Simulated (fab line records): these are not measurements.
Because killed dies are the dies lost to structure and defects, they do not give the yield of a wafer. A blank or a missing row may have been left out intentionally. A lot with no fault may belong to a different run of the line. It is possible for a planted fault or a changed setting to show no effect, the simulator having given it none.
Matching of chambers || flow nand-harc || NHARC_A_CONTACT_ETCH_91 on rie-diel-12 has 4 sister chambers
The step etches the open film in CH3F/O2, target depth 40 nm, time 85.7 s. 27 wafers are shown with their chamber, then 12 later ones without.

WAFERS PAIRED WITH THEIR CHAMBERS
{"wafer": "L074.3", "chamber": 0, "drypump-motor-current-A (A)": 4.9, "showerhead-plenum-p-Torr (Torr)": 2.36, "rf-vpp-V (V)": 243.5}
{"wafer": "L074.4", "chamber": 2, "drypump-motor-current-A (A)": 5.7, "showerhead-plenum-p-Torr (Torr)": 2.30, "rf-vpp-V (V)": 243.4}
{"wafer": "L074.5", "chamber": 2, "drypump-motor-current-A (A)": 5.7, "showerhead-plenum-p-Torr (Torr)": 2.30, "rf-vpp-V (V)": 242.4}
{"wafer": "L075.1", "chamber": 3, "drypump-motor-current-A (A)": 5.9, "showerhead-plenum-p-Torr (Torr)": 2.54, "rf-vpp-V (V)": 245.4}
{"wafer": "L075.4", "chamber": 2, "drypump-motor-current-A (A)": 5.7, "showerhead-plenum-p-Torr (Torr)": 2.30, "rf-vpp-V (V)": 241.6}
{"wafer": "L075.5", "chamber": 1, "drypump-motor-current-A (A)": 5.9, "showerhead-plenum-p-Torr (Torr)": 2.43, "rf-vpp-V (V)": 245.4}
{"wafer": "L076.1", "chamber": 3, "drypump-motor-current-A (A)": 5.9, "showerhead-plenum-p-Torr (Torr)": 2.54, "rf-vpp-V (V)": 247.1}
{"wafer": "L076.3", "chamber": 2, "drypump-motor-current-A (A)": 5.7, "showerhead-plenum-p-Torr (Torr)": 2.30, "rf-vpp-V (V)": 242.6}
{"wafer": "L076.4", "chamber": 0, "drypump-motor-current-A (A)": 4.9, "showerhead-plenum-p-Torr (Torr)": 2.36, "rf-vpp-V (V)": 242.5}
{"wafer": "L078.1", "chamber": 0, "drypump-motor-current-A (A)": 4.9, "showerhead-plenum-p-Torr (Torr)": 2.36, "rf-vpp-V (V)": 241.4}
{"wafer": "L078.4", "chamber": 2, "drypump-motor-current-A (A)": 5.7, "showerhead-plenum-p-Torr (Torr)": 2.30, "rf-vpp-V (V)": 243.0}
{"wafer": "L078.6", "chamber": 0, "drypump-motor-current-A (A)": 4.9, "showerhead-plenum-p-Torr (Torr)": 2.36, "rf-vpp-V (V)": 243.7}
{"wafer": "L077.2", "chamber": 2, "drypump-motor-current-A (A)": 5.7, "showerhead-plenum-p-Torr (Torr)": 2.30, "rf-vpp-V (V)": 242.4}
{"wafer": "L077.4", "chamber": 3, "drypump-motor-current-A (A)": 5.9, "showerhead-plenum-p-Torr (Torr)": 2.54, "rf-vpp-V (V)": 245.6}
{"wafer": "L077.6", "chamber": 2, "drypump-motor-current-A (A)": 5.7, "showerhead-plenum-p-Torr (Torr)": 2.30, "rf-vpp-V (V)": 241.7}
{"wafer": "L081.1", "chamber": 0, "drypump-motor-current-A (A)": 4.9, "showerhead-plenum-p-Torr (Torr)": 2.36, "rf-vpp-V (V)": 242.2}
{"wafer": "L081.3", "chamber": 2, "drypump-motor-current-A (A)": 5.7, "showerhead-plenum-p-Torr (Torr)": 2.30, "rf-vpp-V (V)": 242.9}
{"wafer": "L081.5", "chamber": 1, "drypump-motor-current-A (A)": 6.0, "showerhead-plenum-p-Torr (Torr)": 2.42, "rf-vpp-V (V)": 243.3}
{"wafer": "L082.1", "chamber": 2, "drypump-motor-current-A (A)": 5.7, "showerhead-plenum-p-Torr (Torr)": 2.30, "rf-vpp-V (V)": 242.3}
{"wafer": "L082.3", "chamber": 1, "drypump-motor-current-A (A)": 6.0, "showerhead-plenum-p-Torr (Torr)": 2.42, "rf-vpp-V (V)": 243.6}
{"wafer": "L082.4", "chamber": 0, "drypump-motor-current-A (A)": 4.9, "showerhead-plenum-p-Torr (Torr)": 2.36, "rf-vpp-V (V)": 244.2}
{"wafer": "L086.1", "chamber": 2, "drypump-motor-current-A (A)": 5.7, "showerhead-plenum-p-Torr (Torr)": 2.30, "rf-vpp-V (V)": 241.1}
{"wafer": "L086.4", "chamber": 1, "drypump-motor-current-A (A)": 5.9, "showerhead-plenum-p-Torr (Torr)": 2.42, "rf-vpp-V (V)": 243.6}
{"wafer": "L086.6", "chamber": 0, "drypump-motor-current-A (A)": 4.9, "showerhead-plenum-p-Torr (Torr)": 2.36, "rf-vpp-V (V)": 243.6}
{"wafer": "L089.1", "chamber": 3, "drypump-motor-current-A (A)": 5.9, "showerhead-plenum-p-Torr (Torr)": 2.53, "rf-vpp-V (V)": 245.8}
{"wafer": "L089.2", "chamber": 0, "drypump-motor-current-A (A)": 4.9, "showerhead-plenum-p-Torr (Torr)": 2.35, "rf-vpp-V (V)": 243.3}
{"wafer": "L089.6", "chamber": 2, "drypump-motor-current-A (A)": 5.7, "showerhead-plenum-p-Torr (Torr)": 2.29, "rf-vpp-V (V)": 240.8}

SIGNATURES, as means of the wafers listed above
{"reading": "drypump-motor-current-A", "chamber 0": 4.900, "chamber 1": 5.950, "chamber 2": 5.700, "chamber 3": 5.900, "scatter within a chamber": 0.0209}
{"reading": "showerhead-plenum-p-Torr", "chamber 0": 2.3587, "chamber 1": 2.4225, "chamber 2": 2.2991, "chamber 3": 2.5375, "scatter within a chamber": 0.00378}
{"reading": "rf-vpp-V", "chamber 0": 243.050, "chamber 1": 243.975, "chamber 2": 242.200, "chamber 3": 245.975, "scatter within a chamber": 0.865}
Rule: a wafer lies at a distance from a chamber equal to the root of the sum of squares, over the readings, of (its reading less the chamber's mean, divided by the reading's scatter). If the next closest chamber is less than 2 further off than the closest, the wafer can't be placed; otherwise it belongs to the closest. The scatter is the square root of a quotient: the sum, over the shown wafers, of each reading's squared deviation from its chamber's mean, divided by wafers minus chambers.

WAFERS WITHOUT THEIR CHAMBER
{"wafer": "L090.3", "drypump-motor-current-A (A)": 5.7, "showerhead-plenum-p-Torr (Torr)": 2.29, "rf-vpp-V (V)": 242.7}
{"wafer": "L090.4", "drypump-motor-current-A (A)": 4.9, "showerhead-plenum-p-Torr (Torr)": 2.35, "rf-vpp-V (V)": 242.1}
{"wafer": "L090.5", "drypump-motor-current-A (A)": 5.7, "showerhead-plenum-p-Torr (Torr)": 2.29, "rf-vpp-V (V)": 242.2}
{"wafer": "L093.1", "drypump-motor-current-A (A)": 5.9, "showerhead-plenum-p-Torr (Torr)": 2.53, "rf-vpp-V (V)": 244.5}
{"wafer": "L093.5", "drypump-motor-current-A (A)": 4.9, "showerhead-plenum-p-Torr (Torr)": 2.35, "rf-vpp-V (V)": 243.7}
{"wafer": "L093.6", "drypump-motor-current-A (A)": 5.9, "showerhead-plenum-p-Torr (Torr)": 2.42, "rf-vpp-V (V)": 244.2}
{"wafer": "L094.1", "drypump-motor-current-A (A)": 4.9, "showerhead-plenum-p-Torr (Torr)": 2.35, "rf-vpp-V (V)": 242.9}
{"wafer": "L094.4", "drypump-motor-current-A (A)": 5.9, "showerhead-plenum-p-Torr (Torr)": 2.53, "rf-vpp-V (V)": 245.8}
{"wafer": "L094.6", "drypump-motor-current-A (A)": 5.9, "showerhead-plenum-p-Torr (Torr)": 2.53, "rf-vpp-V (V)": 245.2}
{"wafer": "L097.1", "drypump-motor-current-A (A)": 4.9, "showerhead-plenum-p-Torr (Torr)": 2.35, "rf-vpp-V (V)": 243.0}
{"wafer": "L097.4", "drypump-motor-current-A (A)": 5.9, "showerhead-plenum-p-Torr (Torr)": 2.42, "rf-vpp-V (V)": 245.3}
{"wafer": "L097.6", "drypump-motor-current-A (A)": 5.9, "showerhead-plenum-p-Torr (Torr)": 2.53, "rf-vpp-V (V)": 244.4}

THE CHAMBER EACH PASSED THROUGH
{"wafer": "L090.3", "from the rows above": 2, "in truth": 2}
{"wafer": "L090.4", "from the rows above": 0, "in truth": 0}
{"wafer": "L090.5", "from the rows above": 2, "in truth": 2}
{"wafer": "L093.1", "from the rows above": 3, "in truth": 3}
{"wafer": "L093.5", "from the rows above": 0, "in truth": 0}
{"wafer": "L093.6", "from the rows above": 1, "in truth": 1}
{"wafer": "L094.1", "from the rows above": 0, "in truth": 0}
{"wafer": "L094.4", "from the rows above": 3, "in truth": 3}
{"wafer": "L094.6", "from the rows above": 3, "in truth": 3}
{"wafer": "L097.1", "from the rows above": 0, "in truth": 0}
{"wafer": "L097.4", "from the rows above": 1, "in truth": 1}
{"wafer": "L097.6", "from the rows above": 3, "in truth": 3}
Correct placement for 12 of the 12. Can't be placed from these rows: 0. Wrongly placed: 0.
